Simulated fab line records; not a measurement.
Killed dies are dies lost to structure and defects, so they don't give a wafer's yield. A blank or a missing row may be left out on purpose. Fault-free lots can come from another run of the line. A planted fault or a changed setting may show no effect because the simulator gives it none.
The tool behind it: which one? / flow nandHarc / Sampling: 24 lots, 72 wafers, 6 of 1159 route steps

== WHAT THE GAUGES SHOWED, per wafer ==
The record lacks any reading of a measuring or inspecting step that a usual standard deviation could be used to judge.

== WHAT TOOL EACH LOT RAN ON (gives the tool, then ch and the chambers of the sampled wafers, and finally the start) ==
lot=L074; NHARC_P_GATE_STRIP_75=plasmaAsher-02 ch 0,1, day 5 07:35; NHARC_P_GATE_STRIP_113=plasmaAsher-02 ch 0,1, day 5 11:00; NHARC_P_CONTACT_CMP_01=cmp-04 ch 1,3, day 5 14:14; NHARC_P_CONTACT_ETCH_18=rieDiel-06 ch 0,2,3, day 5 17:05 or earlier; NHARC_P_CONTACT_ALD_22=aldMetal-02 ch 1,3, day 5 17:05; NHARC_P_M0_PRE_CLEAN_29=pvdSputter-01, no start
lot=L077; NHARC_P_GATE_STRIP_75=plasmaAsher-01 ch 0,1, day 5 23:36; NHARC_P_GATE_STRIP_113=plasmaAsher-02 ch 0,1, day 6 03:00; NHARC_P_CONTACT_CMP_01=cmp-02 ch 1,2, day 6 06:05; NHARC_P_CONTACT_ETCH_18=rieDiel-09 ch 0,1,3, day 6 09:05 or earlier; NHARC_P_CONTACT_ALD_22=aldMetal-04 ch 1,2,3, day 6 09:05; NHARC_P_M0_PRE_CLEAN_29=pvdSputter-02, no start
lot=L076; NHARC_P_GATE_STRIP_75=plasmaAsher-02 ch 0,1, day 5 23:47; NHARC_P_GATE_STRIP_113=plasmaAsher-01 ch 0,1, day 6 02:58; NHARC_P_CONTACT_CMP_01=cmp-04 ch 1,2,3, day 6 06:21; NHARC_P_CONTACT_ETCH_18=rieDiel-06 ch 0,3, day 6 09:29 or earlier; NHARC_P_CONTACT_ALD_22=aldMetal-02 ch 0,1,3, day 6 09:29; NHARC_P_M0_PRE_CLEAN_29=pvdSputter-01, no start
lot=L075; NHARC_P_GATE_STRIP_75=plasmaAsher-02 ch 0, day 6 05:31; NHARC_P_GATE_STRIP_113=plasmaAsher-02 ch 0,1, day 6 08:35; NHARC_P_CONTACT_CMP_01=cmp-01 ch 2,3, day 6 11:47; NHARC_P_CONTACT_ETCH_18=rieDiel-09 ch 1,2,3, day 6 14:39 or earlier; NHARC_P_CONTACT_ALD_22=aldMetal-03 ch 0,2,3, day 6 14:39; NHARC_P_M0_PRE_CLEAN_29=pvdSputter-02, no start
lot=L078; NHARC_P_GATE_STRIP_75=plasmaAsher-01 ch 0,1, day 6 06:01; NHARC_P_GATE_STRIP_113=plasmaAsher-01 ch 0,1, day 6 09:19; NHARC_P_CONTACT_CMP_01=cmp-01 ch 0,1, day 6 12:34; NHARC_P_CONTACT_ETCH_18=rieDiel-09 ch 2,3, day 6 15:17 or earlier; NHARC_P_CONTACT_ALD_22=aldMetal-04 ch 0,1,3, day 6 15:17; NHARC_P_M0_PRE_CLEAN_29=pvdSputter-02, no start
lot=L079; NHARC_P_GATE_STRIP_75=plasmaAsher-02 ch 0,1, day 6 14:19; NHARC_P_GATE_STRIP_113=plasmaAsher-02 ch 0,1, day 6 17:35; NHARC_P_CONTACT_CMP_01=cmp-02 ch 0,1,3, day 6 21:04; NHARC_P_CONTACT_ETCH_18=rieDiel-09 ch 1,2, day 6 23:59 or earlier; NHARC_P_CONTACT_ALD_22=aldMetal-03 ch 0,1,3, day 6 23:59; NHARC_P_M0_PRE_CLEAN_29=pvdSputter-03, no start
lot=L080; NHARC_P_GATE_STRIP_75=plasmaAsher-01 ch 0,1, day 6 14:32; NHARC_P_GATE_STRIP_113=plasmaAsher-01 ch 0,1, day 6 17:59; NHARC_P_CONTACT_CMP_01=cmp-01 ch 0,1,3, day 6 21:33; NHARC_P_CONTACT_ETCH_18=rieDiel-06 ch 1,2,3, day 7 00:26 or earlier; NHARC_P_CONTACT_ALD_22=aldMetal-02 ch 1,2,3, day 7 00:26; NHARC_P_M0_PRE_CLEAN_29=pvdSputter-01, no start
lot=L082; NHARC_P_GATE_STRIP_75=plasmaAsher-01 ch 0,1, day 7 00:35; NHARC_P_GATE_STRIP_113=plasmaAsher-02 ch 0, day 7 03:45; NHARC_P_CONTACT_CMP_01=cmp-01 ch 0,1,2, day 7 07:26; NHARC_P_CONTACT_ETCH_18=rieDiel-06 ch 2,3, day 7 10:55 or earlier; NHARC_P_CONTACT_ALD_22=aldMetal-03 ch 0,1,2, day 7 10:55; NHARC_P_M0_PRE_CLEAN_29=pvdSputter-02, no start
lot=L081; NHARC_P_GATE_STRIP_75=plasmaAsher-01 ch 0,1, day 7 01:23; NHARC_P_GATE_STRIP_113=plasmaAsher-01 ch 0,1, day 7 04:40; NHARC_P_CONTACT_CMP_01=cmp-04 ch 2,3, day 7 08:06; NHARC_P_CONTACT_ETCH_18=rieDiel-06 ch 0,2, day 7 11:13 or earlier; NHARC_P_CONTACT_ALD_22=aldMetal-04 ch 2,3, day 7 11:13; NHARC_P_M0_PRE_CLEAN_29=pvdSputter-03, no start
lot=L084; NHARC_P_GATE_STRIP_75=plasmaAsher-02 ch 0,1, day 7 11:07; NHARC_P_GATE_STRIP_113=plasmaAsher-01 ch 0,1, day 7 14:10; NHARC_P_CONTACT_CMP_01=cmp-04 ch 0,1,3, day 7 17:31; NHARC_P_CONTACT_ETCH_18=rieDiel-09 ch 0,2,3, day 7 20:20 or earlier; NHARC_P_CONTACT_ALD_22=aldMetal-03 ch 2,3, day 7 20:20; NHARC_P_M0_PRE_CLEAN_29=pvdSputter-02, no start
lot=L083; NHARC_P_GATE_STRIP_75=plasmaAsher-01 ch 0, day 7 11:57; NHARC_P_GATE_STRIP_113=plasmaAsher-02 ch 0,1, day 7 15:07; NHARC_P_CONTACT_CMP_01=cmp-04 ch 0,1,2, day 7 18:29; NHARC_P_CONTACT_ETCH_18=rieDiel-09 ch 1,3, day 7 21:23 or earlier; NHARC_P_CONTACT_ALD_22=aldMetal-04 ch 1,2,3, day 7 21:23; NHARC_P_M0_PRE_CLEAN_29=pvdSputter-03, no start
lot=L086; NHARC_P_GATE_STRIP_75=plasmaAsher-01 ch 0,1, day 8 15:12; NHARC_P_GATE_STRIP_113=plasmaAsher-01 ch 0,1, day 8 18:31; NHARC_P_CONTACT_CMP_01=cmp-01 ch 1,2,3, day 8 21:50; NHARC_P_CONTACT_ETCH_18=rieDiel-06 ch 1,2,3, day 9 00:41 or earlier; NHARC_P_CONTACT_ALD_22=aldMetal-04 ch 1,2,3, day 9 00:41; NHARC_P_M0_PRE_CLEAN_29=pvdSputter-02, no start
lot=L087; NHARC_P_GATE_STRIP_75=plasmaAsher-01 ch 0,1, day 8 15:53; NHARC_P_GATE_STRIP_113=plasmaAsher-01 ch 0,1, day 8 19:54; NHARC_P_CONTACT_CMP_01=cmp-02 ch 1,2,3, day 8 23:13; NHARC_P_CONTACT_ETCH_18=rieDiel-06 ch 0,1,3, day 9 02:05 or earlier; NHARC_P_CONTACT_ALD_22=aldMetal-03 ch 0,1,3, day 9 02:05; NHARC_P_M0_PRE_CLEAN_29=pvdSputter-03, no start
lot=L085; NHARC_P_GATE_STRIP_75=plasmaAsher-01 ch 0,1, day 8 17:25; NHARC_P_GATE_STRIP_113=plasmaAsher-01 ch 0, day 8 21:55; NHARC_P_CONTACT_CMP_01=cmp-02 ch 0,1,3, day 9 01:10; NHARC_P_CONTACT_ETCH_18=rieDiel-09 ch 1,3, day 9 03:51 or earlier; NHARC_P_CONTACT_ALD_22=aldMetal-04 ch 0,3, day 9 03:51; NHARC_P_M0_PRE_CLEAN_29=pvdSputter-01, no start
lot=L089; NHARC_P_GATE_STRIP_75=plasmaAsher-01 ch 1, day 8 23:09; NHARC_P_GATE_STRIP_113=plasmaAsher-01 ch 0, day 9 02:14; NHARC_P_CONTACT_CMP_01=cmp-01 ch 0,1, day 9 05:53; NHARC_P_CONTACT_ETCH_18=rieDiel-06 ch 0,1, day 9 08:47 or earlier; NHARC_P_CONTACT_ALD_22=aldMetal-04 ch 1,2,3, day 9 08:47; NHARC_P_M0_PRE_CLEAN_29=pvdSputter-03, no start
lot=L088; NHARC_P_GATE_STRIP_75=plasmaAsher-01 ch 0,1, day 8 23:40; NHARC_P_GATE_STRIP_113=plasmaAsher-02 ch 0,1, day 9 02:56; NHARC_P_CONTACT_CMP_01=cmp-02 ch 0,2,3, day 9 06:07; NHARC_P_CONTACT_ETCH_18=rieDiel-09 ch 0,2,3, day 9 08:54 or earlier; NHARC_P_CONTACT_ALD_22=aldMetal-03 ch 1,3, day 9 08:54; NHARC_P_M0_PRE_CLEAN_29=pvdSputter-02, no start
lot=L090; NHARC_P_GATE_STRIP_75=plasmaAsher-02 ch 0,1, day 9 05:38; NHARC_P_GATE_STRIP_113=plasmaAsher-01 ch 0,1, day 9 08:51; NHARC_P_CONTACT_CMP_01=cmp-02 ch 0,1,2, day 9 12:15; NHARC_P_CONTACT_ETCH_18=rieDiel-06 ch 0,1, day 9 15:12 or earlier; NHARC_P_CONTACT_ALD_22=aldMetal-03 ch 0,1, day 9 15:12; NHARC_P_M0_PRE_CLEAN_29=pvdSputter-01, no start
lot=L092; NHARC_P_GATE_STRIP_75=plasmaAsher-02 ch 0,1, day 9 12:05; NHARC_P_GATE_STRIP_113=plasmaAsher-01 ch 0,1, day 9 15:17; NHARC_P_CONTACT_CMP_01=cmp-01 ch 0,3, day 9 18:51; NHARC_P_CONTACT_ETCH_18=rieDiel-01 ch 0,2, day 9 21:36 or earlier; NHARC_P_CONTACT_ALD_22=aldMetal-04 ch 0,1, day 9 21:36; NHARC_P_M0_PRE_CLEAN_29=pvdSputter-01, no start
lot=L091; NHARC_P_GATE_STRIP_75=plasmaAsher-02 ch 0,1, day 9 12:27; NHARC_P_GATE_STRIP_113=plasmaAsher-02 ch 0,1, day 9 16:00; NHARC_P_CONTACT_CMP_01=cmp-02 ch 1,2,3, day 9 19:18; NHARC_P_CONTACT_ETCH_18=rieDiel-06 ch 0,1, day 9 22:22 or earlier; NHARC_P_CONTACT_ALD_22=aldMetal-03 ch 1,2,3, day 9 22:22; NHARC_P_M0_PRE_CLEAN_29=pvdSputter-01, no start
lot=L093; NHARC_P_GATE_STRIP_75=plasmaAsher-01 ch 0,1, day 10 06:07; NHARC_P_GATE_STRIP_113=plasmaAsher-01 ch 0,1, day 10 09:19; NHARC_P_CONTACT_CMP_01=cmp-04 ch 0,2,3, day 10 12:37; NHARC_P_CONTACT_ETCH_18=rieDiel-06 ch 0,1,3, day 10 15:19 or earlier; NHARC_P_CONTACT_ALD_22=aldMetal-03 ch 0,1,3, day 10 15:19; NHARC_P_M0_PRE_CLEAN_29=pvdSputter-02, no start
lot=L094; NHARC_P_GATE_STRIP_75=plasmaAsher-02 ch 0,1, day 10 06:29; NHARC_P_GATE_STRIP_113=plasmaAsher-02 ch 0,1, day 10 09:46; NHARC_P_CONTACT_CMP_01=cmp-01 ch 0,3, day 10 12:54; NHARC_P_CONTACT_ETCH_18=rieDiel-09 ch 0,3, day 10 15:44 or earlier; NHARC_P_CONTACT_ALD_22=aldMetal-02 ch 1,2, day 10 15:44; NHARC_P_M0_PRE_CLEAN_29=pvdSputter-01, no start
lot=L095; NHARC_P_GATE_STRIP_75=plasmaAsher-01 ch 0,1, day 10 13:25; NHARC_P_GATE_STRIP_113=plasmaAsher-01 ch 0,1, day 10 16:37; NHARC_P_CONTACT_CMP_01=cmp-02 ch 0,3, day 10 20:14; NHARC_P_CONTACT_ETCH_18=rieDiel-09 ch 2,3, day 10 23:07 or earlier; NHARC_P_CONTACT_ALD_22=aldMetal-04 ch 0,2,3, day 10 23:07; NHARC_P_M0_PRE_CLEAN_29=pvdSputter-01, no start
lot=L096; NHARC_P_GATE_STRIP_75=plasmaAsher-02 ch 0,1, day 10 22:11; NHARC_P_GATE_STRIP_113=plasmaAsher-01 ch 0,1, day 11 01:36; NHARC_P_CONTACT_CMP_01=cmp-01 ch 0,2,3, day 11 04:44; NHARC_P_CONTACT_ETCH_18=rieDiel-01 ch 2,3, day 11 07:25 or earlier; NHARC_P_CONTACT_ALD_22=aldMetal-03 ch 0,2,3, day 11 07:25; NHARC_P_M0_PRE_CLEAN_29=pvdSputter-01, no start
lot=L097; NHARC_P_GATE_STRIP_75=plasmaAsher-01 ch 0,1, day 10 23:05; NHARC_P_GATE_STRIP_113=plasmaAsher-02 ch 0,1, day 11 02:22; NHARC_P_CONTACT_CMP_01=cmp-04 ch 1,2,3, day 11 05:46; NHARC_P_CONTACT_ETCH_18=rieDiel-09 ch 0,2,3, day 11 08:36 or earlier; NHARC_P_CONTACT_ALD_22=aldMetal-02 ch 2,3, day 11 08:36; NHARC_P_M0_PRE_CLEAN_29=pvdSputter-01, no start
- NHARC_P_GATE_STRIP_75: strips in O2.
- NHARC_P_GATE_STRIP_113: strips in N2/H2, time 740 s.
- NHARC_P_CONTACT_CMP_01: polishes SiO2, target thk 200 nm.
- NHARC_P_CONTACT_ETCH_18: etches the open film in C4F8/O2/Ar, target depth 481 nm, time 240.5 s.
- NHARC_P_CONTACT_ALD_22: deposits TiN, target thk 3 nm, pulse time 1 s, ald cycles 150.
- NHARC_P_M0_PRE_CLEAN_29: time 30 s.

== WHAT THE TOOLS THEMSELVES READ (means of the sampled wafers that have a number; where no wafer has one, the mark that the record gives instead) ==
NHARC_P_GATE_STRIP_75.
lot=L074; tool=plasmaAsher-02; drypumpMotorCurrentA (A)=5.5; heaterPowerW (W)=353
lot=L077; tool=plasmaAsher-01; drypumpMotorCurrentA (A)=6.0; heaterPowerW (W)=308
lot=L076; tool=plasmaAsher-02; drypumpMotorCurrentA (A)=5.5; heaterPowerW (W)=352
lot=L075; tool=plasmaAsher-02; drypumpMotorCurrentA (A)=5.8; heaterPowerW (W)=337
lot=L078; tool=plasmaAsher-01; drypumpMotorCurrentA (A)=6.0; heaterPowerW (W)=313
lot=L079; tool=plasmaAsher-02; drypumpMotorCurrentA (A)=5.6; heaterPowerW (W)=348
lot=L080; tool=plasmaAsher-01; drypumpMotorCurrentA (A)=6.0; heaterPowerW (W)=309
lot=L082; tool=plasmaAsher-01; drypumpMotorCurrentA (A)=6.3; heaterPowerW (W)=326
lot=L081; tool=plasmaAsher-01; drypumpMotorCurrentA (A)=6.0; heaterPowerW (W)=311
lot=L084; tool=plasmaAsher-02; drypumpMotorCurrentA (A)=5.5; heaterPowerW (W)=349
lot=L083; tool=plasmaAsher-01; drypumpMotorCurrentA (A)=6.6; heaterPowerW (W)=334
lot=L086; tool=plasmaAsher-01; drypumpMotorCurrentA (A)=6.3; heaterPowerW (W)=322
lot=L087; tool=plasmaAsher-01; drypumpMotorCurrentA (A)=6.3; heaterPowerW (W)=321
lot=L085; tool=plasmaAsher-01; drypumpMotorCurrentA (A)=6.4; heaterPowerW (W)=324
lot=L089; tool=plasmaAsher-01; drypumpMotorCurrentA (A)=5.7; heaterPowerW (W)=299
lot=L088; tool=plasmaAsher-01; drypumpMotorCurrentA (A)=6.3; heaterPowerW (W)=323
lot=L090; tool=plasmaAsher-02; drypumpMotorCurrentA (A)=5.6; heaterPowerW (W)=351
lot=L092; tool=plasmaAsher-02; drypumpMotorCurrentA (A)=5.5; heaterPowerW (W)=370
lot=L091; tool=plasmaAsher-02; drypumpMotorCurrentA (A)=5.5; heaterPowerW (W)=367
lot=L093; tool=plasmaAsher-01; drypumpMotorCurrentA (A)=6.1; heaterPowerW (W)=307
lot=L094; tool=plasmaAsher-02; drypumpMotorCurrentA (A)=5.6; heaterPowerW (W)=355
lot=L095; tool=plasmaAsher-01; drypumpMotorCurrentA (A)=6.0; heaterPowerW (W)=311
lot=L096; tool=plasmaAsher-02; drypumpMotorCurrentA (A)=5.5; heaterPowerW (W)=365
lot=L097; tool=plasmaAsher-01; drypumpMotorCurrentA (A)=6.0; heaterPowerW (W)=310

NHARC_P_GATE_STRIP_113.
lot=L074; tool=plasmaAsher-02; drypumpMotorCurrentA (A)=5.5; heaterPowerW (W)=93
lot=L077; tool=plasmaAsher-02; drypumpMotorCurrentA (A)=5.5; heaterPowerW (W)=94
lot=L076; tool=plasmaAsher-01; drypumpMotorCurrentA (A)=6.3; heaterPowerW (W)=86
lot=L075; tool=plasmaAsher-02; drypumpMotorCurrentA (A)=5.6; heaterPowerW (W)=93
lot=L078; tool=plasmaAsher-01; drypumpMotorCurrentA (A)=6.3; heaterPowerW (W)=86
lot=L079; tool=plasmaAsher-02; drypumpMotorCurrentA (A)=5.5; heaterPowerW (W)=95
lot=L080; tool=plasmaAsher-01; drypumpMotorCurrentA (A)=6.1; heaterPowerW (W)=83
lot=L082; tool=plasmaAsher-02; drypumpMotorCurrentA (A)=5.8; heaterPowerW (W)=92
lot=L081; tool=plasmaAsher-01; drypumpMotorCurrentA (A)=6.0; heaterPowerW (W)=83
lot=L084; tool=plasmaAsher-01; drypumpMotorCurrentA (A)=6.0; heaterPowerW (W)=82
lot=L083; tool=plasmaAsher-02; drypumpMotorCurrentA (A)=5.5; heaterPowerW (W)=95
lot=L086; tool=plasmaAsher-01; drypumpMotorCurrentA (A)=6.3; heaterPowerW (W)=87
lot=L087; tool=plasmaAsher-01; drypumpMotorCurrentA (A)=6.0; heaterPowerW (W)=84
lot=L085; tool=plasmaAsher-01; drypumpMotorCurrentA (A)=6.6; heaterPowerW (W)=89
lot=L089; tool=plasmaAsher-01; drypumpMotorCurrentA (A)=6.6; heaterPowerW (W)=89
lot=L088; tool=plasmaAsher-02; drypumpMotorCurrentA (A)=5.6; heaterPowerW (W)=95
lot=L090; tool=plasmaAsher-01; drypumpMotorCurrentA (A)=6.3; heaterPowerW (W)=85
lot=L092; tool=plasmaAsher-01; drypumpMotorCurrentA (A)=6.1; heaterPowerW (W)=82
lot=L091; tool=plasmaAsher-02; drypumpMotorCurrentA (A)=5.5; heaterPowerW (W)=99
lot=L093; tool=plasmaAsher-01; drypumpMotorCurrentA (A)=6.3; heaterPowerW (W)=85
lot=L094; tool=plasmaAsher-02; drypumpMotorCurrentA (A)=5.7; heaterPowerW (W)=93
lot=L095; tool=plasmaAsher-01; drypumpMotorCurrentA (A)=6.3; heaterPowerW (W)=86
lot=L096; tool=plasmaAsher-01; drypumpMotorCurrentA (A)=6.3; heaterPowerW (W)=85
lot=L097; tool=plasmaAsher-02; drypumpMotorCurrentA (A)=5.6; heaterPowerW (W)=94

NHARC_P_CONTACT_CMP_01.
lot=L074; tool=cmp-04; motorCurrentA (A)=12.3
lot=L077; tool=cmp-02; motorCurrentA (A)=12.6
lot=L076; tool=cmp-04; motorCurrentA (A)=12.0
lot=L075; tool=cmp-01; motorCurrentA (A)=11.5
lot=L078; tool=cmp-01; motorCurrentA (A)=12.7
lot=L079; tool=cmp-02; motorCurrentA (A)=12.9
lot=L080; tool=cmp-01; motorCurrentA (A)=12.5
lot=L082; tool=cmp-01; motorCurrentA (A)=13.2
lot=L081; tool=cmp-04; motorCurrentA (A)=11.3
lot=L084; tool=cmp-04; motorCurrentA (A)=11.9
lot=L083; tool=cmp-04; motorCurrentA (A)=12.8
lot=L086; tool=cmp-01; motorCurrentA (A)=12.1
lot=L087; tool=cmp-02; motorCurrentA (A)=12.5
lot=L085; tool=cmp-02; motorCurrentA (A)=12.4
lot=L089; tool=cmp-01; motorCurrentA (A)=12.8
lot=L088; tool=cmp-02; motorCurrentA (A)=12.6
lot=L090; tool=cmp-02; motorCurrentA (A)=12.5
lot=L092; tool=cmp-01; motorCurrentA (A)=13.4
lot=L091; tool=cmp-02; motorCurrentA (A)=12.5
lot=L093; tool=cmp-04; motorCurrentA (A)=11.4
lot=L094; tool=cmp-01; motorCurrentA (A)=12.1
lot=L095; tool=cmp-02; motorCurrentA (A)=12.8
lot=L096; tool=cmp-01; motorCurrentA (A)=13.1
lot=L097; tool=cmp-04; motorCurrentA (A)=12.0

NHARC_P_CONTACT_ETCH_18.
lot=L074; tool=rieDiel-06; oesProductAu (a.u.)=0.971; rfVppV (V)=976
lot=L077; tool=rieDiel-09; oesProductAu (a.u.)=0.963; rfVppV (V)=981
lot=L076; tool=rieDiel-06; oesProductAu (a.u.)=0.956; rfVppV (V)=975
lot=L075; tool=rieDiel-09; oesProductAu (a.u.)=0.976; rfVppV (V)=978
lot=L078; tool=rieDiel-09; oesProductAu (a.u.)=0.961; rfVppV (V)=974
lot=L079; tool=rieDiel-09; oesProductAu (a.u.)=0.962; rfVppV (V)=975
lot=L080; tool=rieDiel-06; oesProductAu (a.u.)=0.966; rfVppV (V)=978
lot=L082; tool=rieDiel-06; oesProductAu (a.u.)=0.943; rfVppV (V)=976
lot=L081; tool=rieDiel-06; oesProductAu (a.u.)=0.954; rfVppV (V)=977
lot=L084; tool=rieDiel-09; oesProductAu (a.u.)=0.943; rfVppV (V)=979
lot=L083; tool=rieDiel-09; oesProductAu (a.u.)=0.972; rfVppV (V)=980
lot=L086; tool=rieDiel-06; oesProductAu (a.u.)=0.976; rfVppV (V)=977
lot=L087; tool=rieDiel-06; oesProductAu (a.u.)=0.964; rfVppV (V)=975
lot=L085; tool=rieDiel-09; oesProductAu (a.u.)=0.970; rfVppV (V)=980
lot=L089; tool=rieDiel-06; oesProductAu (a.u.)=0.917; rfVppV (V)=977
lot=L088; tool=rieDiel-09; oesProductAu (a.u.)=0.983; rfVppV (V)=979
lot=L090; tool=rieDiel-06; oesProductAu (a.u.)=0.962; rfVppV (V)=977
lot=L092; tool=rieDiel-01; oesProductAu (a.u.)=0.963; rfVppV (V)=982
lot=L091; tool=rieDiel-06; oesProductAu (a.u.)=0.966; rfVppV (V)=978
lot=L093; tool=rieDiel-06; oesProductAu (a.u.)=0.975; rfVppV (V)=976
lot=L094; tool=rieDiel-09; oesProductAu (a.u.)=0.970; rfVppV (V)=982
lot=L095; tool=rieDiel-09; oesProductAu (a.u.)=0.954; rfVppV (V)=976
lot=L096; tool=rieDiel-01; oesProductAu (a.u.)=0.921; rfVppV (V)=983
lot=L097; tool=rieDiel-09; oesProductAu (a.u.)=0.975; rfVppV (V)=979

NHARC_P_CONTACT_ALD_22.
lot=L074; tool=aldMetal-02; heaterPowerOuterW (W)=679; heaterPowerW (W)=1087; precursorPulseHeightRel=1.009; susceptorTempC (C)=450.13
lot=L077; tool=aldMetal-04; heaterPowerOuterW (W)=757; heaterPowerW (W)=1177; precursorPulseHeightRel=1.000; susceptorTempC (C)=449.90
lot=L076; tool=aldMetal-02; heaterPowerOuterW (W)=708; heaterPowerW (W)=1099; precursorPulseHeightRel=1.005; susceptorTempC (C)=450.05
lot=L075; tool=aldMetal-03; heaterPowerOuterW (W)=666; heaterPowerW (W)=1010; precursorPulseHeightRel=0.987; susceptorTempC (C)=450.06
lot=L078; tool=aldMetal-04; heaterPowerOuterW (W)=746; heaterPowerW (W)=1144; precursorPulseHeightRel=1.007; susceptorTempC (C)=449.75
lot=L079; tool=aldMetal-03; heaterPowerOuterW (W)=696; heaterPowerW (W)=1099; precursorPulseHeightRel=1.012; susceptorTempC (C)=449.95
lot=L080; tool=aldMetal-02; heaterPowerOuterW (W)=648; heaterPowerW (W)=1061; precursorPulseHeightRel=1.016; susceptorTempC (C)=450.06
lot=L082; tool=aldMetal-03; heaterPowerOuterW (W)=691; heaterPowerW (W)=1059; precursorPulseHeightRel=0.991; susceptorTempC (C)=449.90
lot=L081; tool=aldMetal-04; heaterPowerOuterW (W)=745; heaterPowerW (W)=1177; precursorPulseHeightRel=1.013; susceptorTempC (C)=449.86
lot=L084; tool=aldMetal-03; heaterPowerOuterW (W)=656; heaterPowerW (W)=998; precursorPulseHeightRel=1.007; susceptorTempC (C)=450.14
lot=L083; tool=aldMetal-04; heaterPowerOuterW (W)=764; heaterPowerW (W)=1171; precursorPulseHeightRel=0.996; susceptorTempC (C)=450.06
lot=L086; tool=aldMetal-04; heaterPowerOuterW (W)=762; heaterPowerW (W)=1179; precursorPulseHeightRel=1.004; susceptorTempC (C)=450.12
lot=L087; tool=aldMetal-03; heaterPowerOuterW (W)=681; heaterPowerW (W)=1060; precursorPulseHeightRel=0.998; susceptorTempC (C)=449.84
lot=L085; tool=aldMetal-04; heaterPowerOuterW (W)=722; heaterPowerW (W)=1148; precursorPulseHeightRel=0.976; susceptorTempC (C)=449.94
lot=L089; tool=aldMetal-04; heaterPowerOuterW (W)=763; heaterPowerW (W)=1152; precursorPulseHeightRel=1.003; susceptorTempC (C)=450.10
lot=L088; tool=aldMetal-03; heaterPowerOuterW (W)=673; heaterPowerW (W)=1046; precursorPulseHeightRel=0.998; susceptorTempC (C)=449.95
lot=L090; tool=aldMetal-03; heaterPowerOuterW (W)=706; heaterPowerW (W)=1095; precursorPulseHeightRel=0.994; susceptorTempC (C)=449.96
lot=L092; tool=aldMetal-04; heaterPowerOuterW (W)=720; heaterPowerW (W)=1093; precursorPulseHeightRel=1.016; susceptorTempC (C)=449.68
lot=L091; tool=aldMetal-03; heaterPowerOuterW (W)=687; heaterPowerW (W)=1058; precursorPulseHeightRel=0.996; susceptorTempC (C)=450.08
lot=L093; tool=aldMetal-03; heaterPowerOuterW (W)=673; heaterPowerW (W)=1051; precursorPulseHeightRel=1.010; susceptorTempC (C)=450.02
lot=L094; tool=aldMetal-02; heaterPowerOuterW (W)=622; heaterPowerW (W)=994; precursorPulseHeightRel=1.005; susceptorTempC (C)=450.02
lot=L095; tool=aldMetal-04; heaterPowerOuterW (W)=747; heaterPowerW (W)=1203; precursorPulseHeightRel=0.988; susceptorTempC (C)=450.06
lot=L096; tool=aldMetal-03; heaterPowerOuterW (W)=653; heaterPowerW (W)=1013; precursorPulseHeightRel=1.004; susceptorTempC (C)=449.96
lot=L097; tool=aldMetal-02; heaterPowerOuterW (W)=662; heaterPowerW (W)=1069; precursorPulseHeightRel=1.012; susceptorTempC (C)=449.91

NHARC_P_M0_PRE_CLEAN_29.
lot=L074; tool=pvdSputter-01; heaterPowerW (W)=417; susceptorTempC (C)=280.12
lot=L077; tool=pvdSputter-02; heaterPowerW (W)=413; susceptorTempC (C)=279.98
lot=L076; tool=pvdSputter-01; heaterPowerW (W)=401; susceptorTempC (C)=280.14
lot=L075; tool=pvdSputter-02; heaterPowerW (W)=408; susceptorTempC (C)=279.83
lot=L078; tool=pvdSputter-02; heaterPowerW (W)=408; susceptorTempC (C)=279.99
lot=L079; tool=pvdSputter-03; heaterPowerW (W)=419; susceptorTempC (C)=280.10
lot=L080; tool=pvdSputter-01; heaterPowerW (W)=398; susceptorTempC (C)=280.02
lot=L082; tool=pvdSputter-02; heaterPowerW (W)=429; susceptorTempC (C)=279.90
lot=L081; tool=pvdSputter-03; heaterPowerW (W)=407; susceptorTempC (C)=279.85
lot=L084; tool=pvdSputter-02; heaterPowerW (W)=426; susceptorTempC (C)=279.94
lot=L083; tool=pvdSputter-03; heaterPowerW (W)=393; susceptorTempC (C)=280.15
lot=L086; tool=pvdSputter-02; heaterPowerW (W)=419; susceptorTempC (C)=280.04
lot=L087; tool=pvdSputter-03; heaterPowerW (W)=416; susceptorTempC (C)=280.08
lot=L085; tool=pvdSputter-01; heaterPowerW (W)=435; susceptorTempC (C)=279.88
lot=L089; tool=pvdSputter-03; heaterPowerW (W)=393; susceptorTempC (C)=279.93
lot=L088; tool=pvdSputter-02; heaterPowerW (W)=426; susceptorTempC (C)=280.00
lot=L090; tool=pvdSputter-01; heaterPowerW (W)=406; susceptorTempC (C)=279.95
lot=L092; tool=pvdSputter-01; heaterPowerW (W)=431; susceptorTempC (C)=280.09
lot=L091; tool=pvdSputter-01; heaterPowerW (W)=430; susceptorTempC (C)=280.10
lot=L093; tool=pvdSputter-02; heaterPowerW (W)=399; susceptorTempC (C)=279.93
lot=L094; tool=pvdSputter-01; heaterPowerW (W)=398; susceptorTempC (C)=280.00
lot=L095; tool=pvdSputter-01; heaterPowerW (W)=432; susceptorTempC (C)=280.01
lot=L096; tool=pvdSputter-01; heaterPowerW (W)=396; susceptorTempC (C)=279.98
lot=L097; tool=pvdSputter-01; heaterPowerW (W)=381; susceptorTempC (C)=280.14

== THE ANSWER, worked out from the rows above alone ==
Rule: what is usual is taken from the lots themselves. The widest of any qualifying gaps counts: lots, ordered by their means at a reading, are off when they make up no more than a third of the lots, leave a main group of 4 or more, and stand apart from it by 3 or more times the standard deviation of that group's means. Not used: any main group whose means are identical at the precision the tables above print for the reading. Also off: a lot with no number at a reading for which 4 or more lots have one. The other lots that the step has rows for count as sound. First the gauges in route order, then the tools' own readings, where a lot's mean is used as printed above. At the first step where some lot is off, the reading lying furthest off is the one used; lots without a number count as furthest.
No lot is off on any of the readings shown, so nothing can be concluded from this.

== WHAT THE SIMULATOR HAD PUT IN ==
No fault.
